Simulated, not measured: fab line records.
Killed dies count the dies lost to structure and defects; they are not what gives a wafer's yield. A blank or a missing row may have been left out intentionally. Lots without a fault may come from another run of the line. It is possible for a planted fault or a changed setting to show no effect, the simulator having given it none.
Matching of chambers :: flow n5Finfet :: N5_BEOL_M2_ETCH_69 on rieDiel-06: 4 sister chambers
The step etches SiARC in CF4, target depth 15.6 nm, time 26 s. 4 wafers are shown with their chamber, then 8 later ones without.

## WAFERS PAIRED WITH THEIR CHAMBERS
wafer: L081.3
chamber: 2
drypumpMotorCurrentA (A): 5.8

wafer: L083.3
chamber: 3
drypumpMotorCurrentA (A): 5.7

wafer: L088.4
chamber: 0
drypumpMotorCurrentA (A): 4.8

wafer: L092.1
chamber: 1
drypumpMotorCurrentA (A): 6.3

## WAFERS MISSING THEIR CHAMBER
wafer: L092.2
drypumpMotorCurrentA (A): 5.8

wafer: L092.4
drypumpMotorCurrentA (A): 5.7

wafer: L094.1
drypumpMotorCurrentA (A): 6.3

wafer: L094.5
drypumpMotorCurrentA (A): 6.3

wafer: L094.6
drypumpMotorCurrentA (A): 5.7

wafer: L095.3
drypumpMotorCurrentA (A): 6.2

wafer: L095.4
drypumpMotorCurrentA (A): 5.7

wafer: L095.6
drypumpMotorCurrentA (A): 5.7

## WHICH CHAMBER EACH ONE RAN IN
wafer: L092.2
from the rows above: 2
in truth: 2

wafer: L092.4
from the rows above: 3
in truth: 3

wafer: L094.1
from the rows above: 1
in truth: 1

wafer: L094.5
from the rows above: 1
in truth: 1

wafer: L094.6
from the rows above: 3
in truth: 3

wafer: L095.3
from the rows above: 1
in truth: 1

wafer: L095.4
from the rows above: 3
in truth: 3

wafer: L095.6
from the rows above: 3
in truth: 3
Placed correctly: 8 of 8. Can't be placed from these rows: 0. 0 placed wrongly.
How it was worked out, from the rows above alone: a wafer's distance from a chamber is the root of the sum, over the readings, of the square of ((its reading less the chamber's mean) divided by the reading's scatter). The wafer belongs to the nearest chamber; if the next one is less than 2 further off, it can't be placed. The mean given for a chamber averages the wafers shown for that chamber. The scatter (one wafer shown for each chamber): square how far every hidden wafer sits from the nearest shown wafer, average those squares and take the square root.
